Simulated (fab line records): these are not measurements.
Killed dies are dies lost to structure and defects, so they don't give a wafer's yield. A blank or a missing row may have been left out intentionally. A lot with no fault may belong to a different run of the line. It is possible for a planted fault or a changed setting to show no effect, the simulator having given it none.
Lot-split experiment | flow n5Finfet | 7 lots, 39 wafers read, on a route of 1938 steps

ABOUT THE SPLIT
At N5_SD_EPI_P_EPI_21 (deposits SiGe:B, time 355 s), the setting dopantConcCm3 was moved away from the recipe's 3e+20 on 12 of the 39 wafers read, by -14.0% to +12.4%. The other wafers ran this setting at the recipe's value.

FROM THE SPLIT TO THE READING: what the file shows between them, 3 steps
- N5_SD_EPI_P_HM_STRIP_48: strips SiNx in H3PO4, material SiNx, target depth 3 nm
- N5_SD_ACTIVATION_RTA_00: time 0 s
- N5_SD_ACTIVATION_LSA_01: time 0.0008 s

THE READING
RS_SD_P, in ohm/sq, at N5_SD_ACTIVATION_RS_MEAS_03 (measures by four-point-probe). Fault-free wafers of this fab line usually give 56.4 ohm/sq, standard deviation 0.86 ohm/sq.

wafer  | tool, chamber at the split | dopantConcCm3 as run | against the recipe | RS_SD_P, ohm/sq | against lot-mates on the recipe
L075.1 | epiRpcvd-02, 0             | 3e+20                | recipe             | 55.8            | -
L075.2 | epiRpcvd-02, 0             | 3e+20                | recipe             | 56.9            | -
L075.3 | epiRpcvd-02, 0             | 2.58e+20             | -14.0%             | 65.9            | +9.6
L075.4 | epiRpcvd-02, 0             | 3e+20                | recipe             | 56.1            | -
L075.5 | epiRpcvd-02, 0             | 2.58e+20             | -14.0%             | 65.3            | +9.0
L075.6 | epiRpcvd-02, 0             | 2.58e+20             | -14.0%             | 64.7            | +8.4
L076.1 | epiRpcvd-02, 0             | 3e+20                | recipe             | 55.5            | -
L076.2 | epiRpcvd-02, 0             | 3e+20                | recipe             | 55.9            | -
L076.3 | epiRpcvd-02, 0             | 3e+20                | recipe             | 56.1            | -
L076.4 | epiRpcvd-02, 0             | 3e+20                | recipe             | 55.4            | -
L076.5 | epiRpcvd-02, 0             | 3e+20                | recipe             | 54.3            | -
L076.6 | epiRpcvd-02, 0             | 3e+20                | recipe             | 56.8            | -
L083.1 | epiRpcvd-03, 0             | 3e+20                | recipe             | 57.0            | -
L083.2 | epiRpcvd-03, 0             | 3e+20                | recipe             | 57.1            | -
L083.3 | epiRpcvd-03, 0             | 2.843e+20            | -5.2%              | 60.1            | +3.4
L083.4 | epiRpcvd-03, 0             | 3e+20                | recipe             | 56.1            | -
L083.5 | epiRpcvd-03, 0             | 2.843e+20            | -5.2%              | 59.2            | +2.5
L083.6 | epiRpcvd-03, 0             | 2.843e+20            | -5.2%              | 60.2            | +3.5
L085.1 | epiRpcvd-01, 0             | 3e+20                | recipe             | 57.3            | -
L085.2 | epiRpcvd-01, 0             | 3e+20                | recipe             | 57.1            | -
L085.3 | epiRpcvd-01, 0             | 3e+20                | recipe             | 55.9            | -
L086.1 | epiRpcvd-03, 0             | 2.736e+20            | -8.8%              | 61.2            | +5.5
L086.2 | epiRpcvd-03, 0             | 2.736e+20            | -8.8%              | 60.8            | +5.1
L086.3 | epiRpcvd-03, 0             | 3e+20                | recipe             | 56.2            | -
L086.4 | epiRpcvd-03, 0             | 3e+20                | recipe             | 55.2            | -
L086.5 | epiRpcvd-03, 0             | 2.736e+20            | -8.8%              | 60.6            | +4.9
L086.6 | epiRpcvd-03, 0             | 3e+20                | recipe             | 55.8            | -
L092.1 | epiRpcvd-03, 0             | 3.371e+20            | +12.4%             | 51.1            | -4.4
L092.2 | epiRpcvd-03, 0             | 3.371e+20            | +12.4%             | 50.1            | -5.4
L092.3 | epiRpcvd-03, 0             | 3e+20                | recipe             | 56.1            | -
L092.4 | epiRpcvd-03, 0             | 3e+20                | recipe             | 55.1            | -
L092.5 | epiRpcvd-03, 0             | 3e+20                | recipe             | 55.4            | -
L092.6 | epiRpcvd-03, 0             | 3.371e+20            | +12.4%             | 50.8            | -4.7
L097.1 | epiRpcvd-02, 0             | 3e+20                | recipe             | 58.0            | -
L097.2 | epiRpcvd-02, 0             | 3e+20                | recipe             | 56.6            | -
L097.3 | epiRpcvd-02, 0             | 3e+20                | recipe             | 57.7            | -
L097.4 | epiRpcvd-02, 0             | 3e+20                | recipe             | 57.5            | -
L097.5 | epiRpcvd-02, 0             | 3e+20                | recipe             | 56.9            | -
L097.6 | epiRpcvd-02, 0             | 3e+20                | recipe             | 57.1            | -

FIT RESULTS
A straight line over all 39 wafers: RS_SD_P changes by -0.552 ohm/sq for each +1% of dopantConcCm3; r = -0.96; the points scatter about the line by 0.92 ohm/sq.
The same after taking each lot's own level away (the mean of its wafers on the recipe; 39 wafers): -0.536 ohm/sq for each +1%; r = -0.97; scatter 0.8 ohm/sq.
On that fit, the largest move of dopantConcCm3 shifts the reading by 7.5 ohm/sq.
Across the lots, their own levels run from 55.53 to 57.30 ohm/sq, a range of 2.1 times the standard deviation given above.
Consequently the slope shifts little with the lot-to-lot level, the two slopes agreeing.
Check: +7.49 ohm/sq against its lot-mates is what the line predicts for one of the wafers moved furthest among these (-14.0%) when that wafer is left out of the fit. Against them it came out at +9.63 ohm/sq.

FURTHER SPLITS ON THESE WAFERS
Note: prior to the reading, these wafers also went through further splits. Each is held against what the fit with the lots' levels taken away leaves over:
other split on the same wafers     | wafers away from the commonest value | r with RS_SD_P (lot level and that fit taken away)
N5_DUMMY_GATE_EXPOSE_12 doseMj     | 12                                   | -0.22
N5_DUMMY_GATE_ETCH_31 targetDepthA | 9                                    | +0.31
N5_SD_EPI_N_ETCH_35 sourceW        | 12                                   | -0.16
N5_SD_EPI_P_ETCH_37 sourceW        | 18                                   | -0.16

FILE'S OWN FIT
RS_SD_P changes by -0.547 ohm/sq for each +1% of dopantConcCm3, r = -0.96.
